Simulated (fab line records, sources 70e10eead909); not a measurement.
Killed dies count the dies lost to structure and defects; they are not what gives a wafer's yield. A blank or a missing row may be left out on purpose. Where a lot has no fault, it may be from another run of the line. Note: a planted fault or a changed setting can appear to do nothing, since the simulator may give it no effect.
Which tool did it? + flow nand harc + 11 lots with 33 wafers sampled at 3 steps, on a route of 1159 steps

== WHAT EACH GAUGE READ, for each wafer ==
NHARC_P_M1_CD_MEAS_16.
| lot  | measured     | on        | cd nm (nm)        |
|------|--------------|-----------|-------------------|
| L075 | day 6 16:20  | cd sem-01 | 129.0 128.9 129.7 |
| L077 | day 6 18:26  | cd sem-03 | 131.2 129.7 131.5 |
| L078 | day 7 09:58  | cd sem-01 | 130.7 130.3 131.7 |
| L081 | day 7 17:17  | cd sem-01 | 130.9 130.4 130.4 |
| L082 | day 8 06:22  | cd sem-02 | 130.6 130.8 131.1 |
| L086 | day 9 06:19  | cd sem-03 | 130.5 129.8 130.3 |
| L087 | day 9 07:26  | cd sem-02 | 130.1 129.2 130.1 |
| L090 | day 9 23:25  | cd sem-02 | 130.2 129.7 129.8 |
| L091 | day 10 09:25 | cd sem-03 | 129.2 129.5 129.8 |
| L094 | day 11 01:13 | cd sem-02 | 130.1 130.5 131.0 |
| L097 | day 11 10:35 | cd sem-03 | 131.3 130.7 129.2 |

== EACH LOT AND THE TOOL THAT RAN IT (in order: tool; ch and the chambers of the sampled wafers; start) ==
| lot  | NHARC_P_M1_DESCUM_14               | NHARC_P_M1_ETCH_35                 |
|------|------------------------------------|------------------------------------|
| L075 | rie diel-04 ch 0,3, day 6 16:02    | rie diel-04 ch 0,1, day 6 16:07    |
| L077 | rie diel-06 ch 1,2,3, day 6 18:08  | rie diel-06 ch 0,1,3, day 6 18:13  |
| L078 | rie diel-01 ch 0,2, day 7 09:40    | rie diel-01 ch 0,2, day 7 09:45    |
| L081 | rie diel-06 ch 2,3, day 7 16:59    | rie diel-06 ch 1,2, day 7 17:04    |
| L082 | rie diel-01 ch 0,1,2, day 8 06:04  | rie diel-01 ch 0,1,3, day 8 06:09  |
| L086 | rie diel-04 ch 0,1, day 9 05:58    | rie diel-04 ch 0,1, day 9 06:04    |
| L087 | rie diel-01 ch 1,3, day 9 07:08    | rie diel-01 ch 0,1, day 9 07:13    |
| L090 | rie diel-06 ch 0,3, day 9 23:04    | rie diel-06 ch 0,3, day 9 23:11    |
| L091 | rie diel-01 ch 0,1,3, day 10 09:05 | rie diel-01 ch 0,2, day 10 09:10   |
| L094 | rie diel-06 ch 2,3, day 11 00:55   | rie diel-06 ch 0,2,3, day 11 01:01 |
| L097 | rie diel-06 ch 0,1,2, day 11 10:17 | rie diel-06 ch 0,1, day 11 10:22   |
- NHARC_P_M1_DESCUM_14: chemistry O2, time 3 s.
- NHARC_P_M1_ETCH_35: etches the open film in N2/H2, target depth 40 nm, overetch 12 nm, time 43.94 s.

== THE ANSWER, worked out from the rows above alone ==
Rule: usual is defined by the lots themselves. Put in order of their means at a reading, lots are off if they are a third of the lots or fewer, leave a main group of 4 or more, and stand apart from it by a gap of 3 or more times the standard deviation of the main group's means; of several such gaps the widest counts. Not used: any main group whose means are identical at the precision the tables above print for the reading. Also off: a lot with no number at a reading for which 4 or more lots have one. Any other lot the step has rows for is counted as sound.
None of the lots is off at any reading shown; this tells nothing.

== WHAT THE SIMULATOR PUT IN ==
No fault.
